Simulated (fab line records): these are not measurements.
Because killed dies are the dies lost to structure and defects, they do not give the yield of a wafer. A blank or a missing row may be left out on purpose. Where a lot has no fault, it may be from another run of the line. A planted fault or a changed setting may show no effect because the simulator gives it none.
fab line records ; flow n5Finfet
[record] lots = 4; wafers = 12; lastDay = 20
route steps=1938 shown SD_EPI_P@309 SD_ACTIVATION@330 ILD0@335 SDB@347 MOL_CONTACT_COAG@538 BEOL_M4@1111
lots with no fault: from the same line, run without faults
startH: hours from the record's first day to the start of the lot's first wafer shown ; waitH: hours since the lot's step before ; " identical to the entry in the row above ; L1.1+2: a single row standing in for several wafers ; - either no value or no given start ; * or withheld: withheld ; < > ~ a bound
route shown NAME@n: a module of which the file shows steps, and the number in the route of the first ; usual: mean and standard deviation over wafers with no fault ; same: alike in all rows ; chamber/n: place in a boat ; sites: the reading at each site ; _std_site: the standard deviation of these ; _edge_site: mean of outer sites minus mean of inner sites ; radiusMm: how far each site lies from the wafer's centre ; mask NAME#n: copy n ; behind: the tool/chamber that last shaped the wafer ; hold: what put the lot on hold/how long, in hours/how the hold closed ; device: which transistor (n, p or np) failed to switch ; end of line: tests run on the same wafers once the route is complete ; a step without rows: its recipe alone ; killed: dies that structure and defects cost at the first sort, which is not the same as the wafer's yield ; map: shows each die of a wafer: x if killed, . if not, _ if none is there
set.NAME: setting as actually run; set.NAME@STEP: the setting as run at that earlier step ; model.NAME: the simulator's own value behind a step, which no gauge read
lots at some steps of the route; a table a step, a row a wafer
services: from which hour (startH, from the record's first day; less than 0 if before it) a tool's chamber was out of use, for how many hours, and why
[[steps]]
[step N5_SD_EPI_P_STRIP_38]
[recipe] chemistry = N2/H2; tempC = 40; n2FlowSccm = 200; h2FlowSccm = 200; rfFrequencyHz = 6e+07
[step N5_SD_EPI_P_ETCHBACK_46]
[recipe] chemistry = CH3F/O2; mode = anisotropicEtchback; target = SiNx; targetDepthA = 175; stopOn = SiO2; overEtchFrac = 0.3; ionEnergyEv = 120; pressureMtorr = 30; sourceW = 395; biasW = 73; Ar_flow_sccm = 150; CH3F_flow_sccm = 30; O2_flow_sccm = 20
[step N5_SD_EPI_P_ETCH_47]
[recipe] chemistry = CH3F/O2; target = SiOCN; targetDepthA = 250; maskMaterial = SOC; ionEnergyEv = 60; biasW = 29; pressureMtorr = 30; sourceW = 410; Ar_flow_sccm = 150; CH3F_flow_sccm = 30; O2_flow_sccm = 20
[step N5_SD_EPI_P_ETCH_16]
[recipe] chemistry = CHF3/O2; target = SiO2; targetDepthA = 50; maskMaterial = SOC; pressureMtorr = 30; sourceW = 650; biasW = 170; Ar_flow_sccm = 200; CHF3_flow_sccm = 50; O2_flow_sccm = 5; ionEnergyEv = 200
[step N5_SD_EPI_P_STRIP_50]
[recipe] chemistry = CHF3/O2; resist = SiARC; rfFrequencyHz = 6e+07
[step N5_SD_EPI_P_SD_RECESS_17]
[recipe] chemistry = HBr/Cl2/O2; targetDepthA = 391; btTimeS = 3; pressureMtorr = 10; icpW = 800; biasW = 112; HBr_flow_sccm = 150; Cl2_flow_sccm = 80; O2_flow_sccm = 12
[step N5_SD_EPI_P_WET_ETCH_45]
[recipe] chemistry = dHF; dilution = withheld; timeS = 10.7; target = SiO2; targetDepthA = 20; tempC = 25; dry = ipaMarangoni; rinseTimeS = 30; rinseTempC = 23
[step N5_SD_EPI_P_STRIP_40]
[recipe] chemistry = N2/H2; powerW = 1000; tempC = 250; h2Frac = 0.65; overashFraction = 0.3; pressureMtorr = withheld; n2FlowSccm = 1750; h2FlowSccm = 3250
[step N5_SD_EPI_P_PRECLEAN_52]
[recipe] chemistry = O3/DIW; timeS = 60; tempC = 22; o3Ppm = 10
[step N5_SD_EPI_P_SRD_20]
[recipe] dry = ipaMarangoni; doPpb = 5; timeS = 30; tempC = 23; rinseLiquid = diw
[step N5_SD_EPI_P_PRECLEAN_51]
[recipe] chemistry = NF3:NH3; afsCycles = 1; tempC = 30; timeS = 20; sublimationTempC = 180; sublimationTimeS = 60; pressureTorr = 3; rfPowerW = 30
[step N5_SD_EPI_P_VAPOR_ETCH_44]
[recipe] chemistry = NF3/Ar; target = SiGe30; tempC = 25; timeS = 3.3; mode = isotropic
[step N5_SD_EPI_P_EPI_21]
[recipe] material = SiGe:B; dopant = B; tempC = 550; pressureTorr = 20; ambient = H2; timeS = 355
[usual] chamberPressureTorr = 19.99/0.046
lot.wafer;tool;chamber;startH;waitH;chamberPressureTorr;model.SiGe-B_of_SD_EPI_P_EPI_21.thkNm
L133.1;epiRpcvd-02;0;90.08;0.1;20.00;61.4
L133.5;epiRpcvd-02;0;91.52;1.5;19.96;62
L133.6;epiRpcvd-02;0;91.52;1.5;19.94;61.2
L140.1;epiRpcvd-02;0;127.75;0.1;15.70;56
L140.2;epiRpcvd-02;0;127.75;0.1;15.66;56.4
L140.6;epiRpcvd-02;0;129.55;1.8;15.80;57.2
L142.1;epiRpcvd-02;0;137.56;0.1;15.68;56.6
L142.2;epiRpcvd-02;0;137.56;0.1;15.69;57.6
L142.4;epiRpcvd-02;0;137.56;0.1;15.69;56.8
L151.3;epiRpcvd-01;0;194.17;0.8;20.00;60.8
L151.5;epiRpcvd-01;0;194.17;0.8;20.02;62.2
L151.6;epiRpcvd-01;0;194.17;0.8;19.93;60.6
[step N5_SD_EPI_P_HM_STRIP_48]
[recipe] chemistry = H3PO4; tempC = 160; material = SiNx; target = SiNx; targetDepthA = 30; overetchFraction = 0.3
[step N5_SD_EPI_P_SRD_49]
[recipe] dry = ipaMarangoni; timeS = 30; tempC = 23; rinseLiquid = diw
[step N5_SD_EPI_P_PRECLEAN_24]
[recipe] chemistry = O3/DIW; timeS = 45; tempC = 22; o3Ppm = 10
[step N5_SD_EPI_P_PRECLEAN_32]
[recipe] chemistry = dHF; timeS = 10; dilution = 500:1; tempC = 25
[step N5_SD_EPI_P_PRECLEAN_33]
[recipe] chemistry = SC2; timeS = 45; tempC = 35; mix = 1:1:50
[step N5_SD_EPI_P_SRD_25]
[recipe] timeS = 30; tempC = 23; rinseLiquid = diw; dry = ipaMarangoni
[step N5_SD_ACTIVATION_RTA_00]
[recipe] tempC = 975; timeS = 0; ambient = N2; idleTempC = 600; rampUpCPerS = 150; rampDownCPerS = 60; coolToC = 600
[step N5_SD_ACTIVATION_LSA_01]
[recipe] tempC = 1080; timeS = 0.0008; ambient = N2
[step N5_SD_ACTIVATION_RS_MEAS_03]
[recipe] thkMeasGauge = four-point-probe
[usual] RS_SD_N = 21.90/0.25; RS_SD_P = 56.2/1.1
lot.wafer;tool;chamber;startH;waitH;RS_SD_N[ohm/sq];RS_SD_P[ohm/sq]
L133.1;filmMetro-02;-;92.88;0.2;22.11;55.9
L133.5;filmMetro-02;-;92.88;0.2;22.18;55.3
L133.6;filmMetro-02;-;92.88;0.2;21.91;56.2
L140.1;filmMetro-01;-;130.57;0.2;21.70;65.4
L140.2;filmMetro-01;-;130.57;0.2;21.39;65.5
L140.6;filmMetro-01;-;130.57;0.2;21.77;64.3
L142.1;filmMetro-01;-;140.36;0.2;21.95;64.0
L142.2;filmMetro-01;-;140.36;0.2;21.87;62.9
L142.4;filmMetro-01;-;140.36;0.2;22.47;64.2
L151.3;filmMetro-02;-;196.50;0.2;22.16;56.7
L151.5;filmMetro-02;-;196.50;0.2;22.45;55.5
L151.6;filmMetro-02;-;196.50;0.2;22.43;56.8
[step N5_ILD0_LINER_00]
[recipe] material = SiNx; targetThkA = 40; tempC = 400; aldPrecursorFamily = SiH2I2; aldCoReactant = N2/H2-plasma; pulseTimeS = 1; purgeTimeS = 2; coReactantPurgeTimeS = 2; aldCycles = 80; pressureTorr = 2
[step N5_ILD0_FCVD_FILL_01]
[recipe] material = SiO2_flowable; targetThkA = 2000; tempC = 100; pressureTorr = 0.8; rfW = 2000; timeS = 328.3
[step N5_ILD0_CURE_02]
[recipe] tempC = 450; timeS = 1800; ambient = steam; idleTempC = 400; rampUpCPerMin = 5; rampDownCPerMin = 3; densificationPH2oTorr = 640
[step N5_ILD0_CMP_03]
[recipe] stopOn = SiNx; tOverpolishS = 1.9; postCmpClean = alkalineBrush; downForcePsi = 4.1491; platenRpm = 51.796; padVelocityMS = 1.0306; targetThkNm = 197.38
[step N5_ILD0_CMP_07]
[recipe] stopOn = poly-Si; material = SiO2_flowable; tOverpolishS = 1.18; postCmpClean = alkalineBrush; downForcePsi = 4.1491; platenRpm = 51.796; padVelocityMS = 1.0306; targetThkNm = 138.88
[step N5_ILD0_PRECLEAN_10]
[recipe] chemistry = NF3:NH3; afsCycles = 5; timeS = 20; tempC = 30; sublimationTempC = 180; sublimationTimeS = 60; pressureTorr = 3; rfPowerW = 30
[step N5_ILD0_ALD_15]
[recipe] material = SiNx; targetThkA = 240; tempC = 400; aldPrecursorFamily = SiH2I2; aldCoReactant = N2/H2-plasma; pulseTimeS = 1; aldCycles = 480; purgeTimeS = 2; coReactantPurgeTimeS = 2; pressureTorr = 2
[step N5_ILD0_CMP_12]
[recipe] stopOn = poly-Si; material = SiNx; tOverpolishS = 6; postCmpClean = alkalineBrush; downForcePsi = 2.5; platenRpm = 51.8; padVelocityMS = 1.0307; targetThkNm = 17.67
[step N5_SDB_HM_DEP_00]
[recipe] material = SiNx; targetThkA = 400; tempC = 400; precursor = SiH4/NH3/N2; pressureTorr = 1.5; rfW = 300; timeS = 35.3
[step N5_SDB_COAT_03]
[recipe] resist = SOC; tempC = 250; timeS = 60; spinRpm = 1500; resistThkNm = 100
[step N5_SDB_COAT_04]
[recipe] resist = SiARC; tempC = 220; timeS = 60; spinRpm = 1500; resistThkNm = 18
[step N5_SDB_COAT_05]
[recipe] resist = CAR-ArF; spinRpm = 1500; resistThkNm = 90
[step N5_MOL_CONTACT_COAG_ETCH_110]
[recipe] chemistry = CF4/O2; target = Si; targetDepthA = 25; timeS = 8; pressureMtorr = 100; sourceW = 200; biasW = 12; ionEnergyEv = 60; Ar_flow_sccm = 100; cf4FlowSccm = 100; O2_flow_sccm = 10
[usual] cf4FlowSccm = 100.03/0.3; drypumpMotorCurrentA = 5.6/0.57; oesProductAu = 0.79/0.083; rfVppV = 129/4.4; showerheadPlenumPTorr = 2.23/0.045; throttleValvePct = 10.60/0.19
lot.wafer;tool;chamber;startH;waitH;cf4FlowSccm;drypumpMotorCurrentA;oesProductAu;rfHoursCounterH;rfVppV;showerheadPlenumPTorr;throttleValvePct;model.SiGe-B_of_SD_EPI_P_EPI_21.thkNm
L133.1;rieDiel-04;1;123.81;0.0;99.96;6.4;0.93;16;134;2.27;10.54;58.4
L133.5;rieDiel-04;1;123.81;0.0;100.10;6.4;0.94;-;133;2.27;10.52;58.8
L133.6;rieDiel-04;0;123.81;0.0;99.77;5.8;0.69;-;130;2.21;10.87;58.4
L140.1;rieDiel-05;0;159.13;0.0;99.78;5.3;0.79;95;127;2.25;10.63;53.4
L140.2;rieDiel-05;2;159.13;0.0;100.25;5.4;0.77;130;130;2.24;10.52;53.6
L140.6;rieDiel-05;1;159.13;0.0;99.91;6.4;0.85;-;123;2.19;10.32;54.6
L142.1;rieDiel-04;3;169.65;0.0;100.49;6.5;0.72;205;120;2.29;10.76;54
L142.2;rieDiel-04;0;169.65;0.0;99.48;5.8;0.68;222;127;2.21;10.92;54.8
L142.4;rieDiel-04;1;169.65;0.0;99.82;6.3;0.90;28;134;2.26;10.56;54
L151.3;rieDiel-01;1;227.43;0.0;100.36;5.1;0.72;174;130;2.29;10.74;58
L151.5;rieDiel-01;1;227.43;0.0;100.06;5.1;0.72;-;128;2.29;10.76;59.2
L151.6;rieDiel-01;0;227.43;0.0;100.08;5.5;0.71;-;133;2.21;10.95;57.8
[step N5_BEOL_M4_RC_MEAS_101]
[usual] DIBL_N = 37.1/2.6; DIBL_P = 38/3; IOFF_N = 0.18/0.052; IOFF_P = 0.25/0.06; ION_N = 678/15; ION_P = 467/8.6; RS_SD_P = 66.1/1.3; SS_N = 71.7/0.73; SS_P = 73.7/0.89; VT_N = 249/4.3; VT_P = -248/3.8
lot.wafer;tool;chamber;startH;waitH;DIBL_N[mV/V];DIBL_P[mV/V];IOFF_N[nA/um];IOFF_P[nA/um];ION_N[uA/um];ION_P[uA/um];RS_SD_P[ohm/sq];SS_N[mV/dec];SS_P[mV/dec];VT_N[mV];VT_P[mV]
L133.1;prober-02;0;272.96;0.0;36.6;38;0.17;0.27;669;466;65.9;71.8;73.7;250;-247
L133.5;prober-02;0;272.96;0.0;31.1;30;0.09;0.16;638;451;65.2;71.0;71.6;261;-254
L133.6;prober-02;0;272.96;0.0;35.8;35;0.15;0.22;666;465;65.9;71.7;73.3;252;-250
L140.1;prober-02;0;300.21;0.0;42.1;43;0.31;0.29;700;456;76.7;73.5;74.6;243;-248
L140.2;prober-02;0;300.21;0.0;39.0;41;0.23;0.27;687;454;76.5;72.3;74.6;241;-251
L140.6;prober-02;0;300.21;0.0;34.3;35;0.14;0.18;663;450;74.5;70.7;72.7;251;-251
L142.1;prober-02;0;316.04;0.0;36.1;36;0.16;0.17;683;450;75.9;72.0;72.6;250;-257
L142.2;prober-02;0;316.04;0.0;35.2;36;0.15;0.18;671;445;74.1;72.2;73.4;249;-256
L142.4;prober-02;0;316.04;0.0;33.3;34;0.11;0.15;652;446;74.8;71.0;72.5;257;-256
L151.3;prober-02;0;375.66;0.3;38.1;39;0.22;0.27;683;469;67.2;72.4;74.3;245;-249
L151.5;prober-02;0;375.66;0.3;37.7;40;0.22;0.29;690;468;65.4;72.2;74.0;245;-247
L151.6;prober-02;0;375.66;0.3;40.0;42;0.27;0.34;699;472;67.3;72.8;74.7;242;-242
[[services]]
tool;chamber;startH;hours;kind
epiRpcvd-01;-;68.94;2.8;pm
rieDiel-05;3;105.73;-;clean
rieDiel-05;3;105.73;-;consumableReplace:focusRing
rieDiel-05;3;105.73;15.2;scheduledDown
rieDiel-05;3;105.73;15.2;ventCycle
rieDiel-01;1;110.94;3.2;repair
rieDiel-01;-;123.84;1.0;repair
rieDiel-04;0;130.04;8.7;repair
rieDiel-01;-;147.93;0.5;repair
epiRpcvd-02;-;169.33;2.0;repair
rieDiel-05;-;177.06;2.8;pm
rieDiel-05;-;188.93;0.2;repair
epiRpcvd-02;-;191.15;6.0;pm
rieDiel-04;3;206.48;9.8;repair
rieDiel-01;0;208.40;5.3;repair
rieDiel-05;-;208.65;0.6;repair
rieDiel-01;3;226.33;4.3;repair
[[key]]
[firstSign] step = N5_SD_EPI_P_EPI_21; reading = chamberPressureTorr; direction = down; sigmas = 93; usual = 19.99; struck = 15.71
[effect] step = N5_SD_ACTIVATION_RS_MEAS_03; reading = RS_SD_P; direction = up; sigmas = 7.5; usual = 56.2; struck = 64.4
[effect] step = N5_BEOL_M4_RC_MEAS_101; reading = RS_SD_P; direction = up; sigmas = 7.2; usual = 66.1; struck = 75.4
[effect] step = N5_BEOL_M4_RC_MEAS_101; reading = ION_P; direction = down; sigmas = 2; usual = 467; struck = 450
[effect] step = N5_BEOL_M4_RC_MEAS_101; reading = VT_P; direction = down; sigmas = 1.5; usual = -248; struck = -253
[modelEffect] step = N5_SD_EPI_P_EPI_21; value = SiGe-B_of_SD_EPI_P_EPI_21.thkNm; without = 62.5; struck = 56.77
[modelEffect] step = N5_MOL_CONTACT_COAG_ETCH_110; value = SiGe-B_of_SD_EPI_P_EPI_21.thkNm; without = 59.57; struck = 54.07
metAt N5_SD_EPI_P_EPI_21
struckWafers L140.1,L140.2,L140.6,L142.1,L142.2,L142.4
onsetBetween 90.08 127.75
[fault] kind = processParameterDrift; tool = epiRpcvd-02; chamber = -; onsetH = 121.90; steps = N5_SD_EPI_P_EPI_21; channel = pressureTorr; offset = -4.2715; shape = step; endH = 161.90; actsIn = theseRecipesOnly; stated = 20
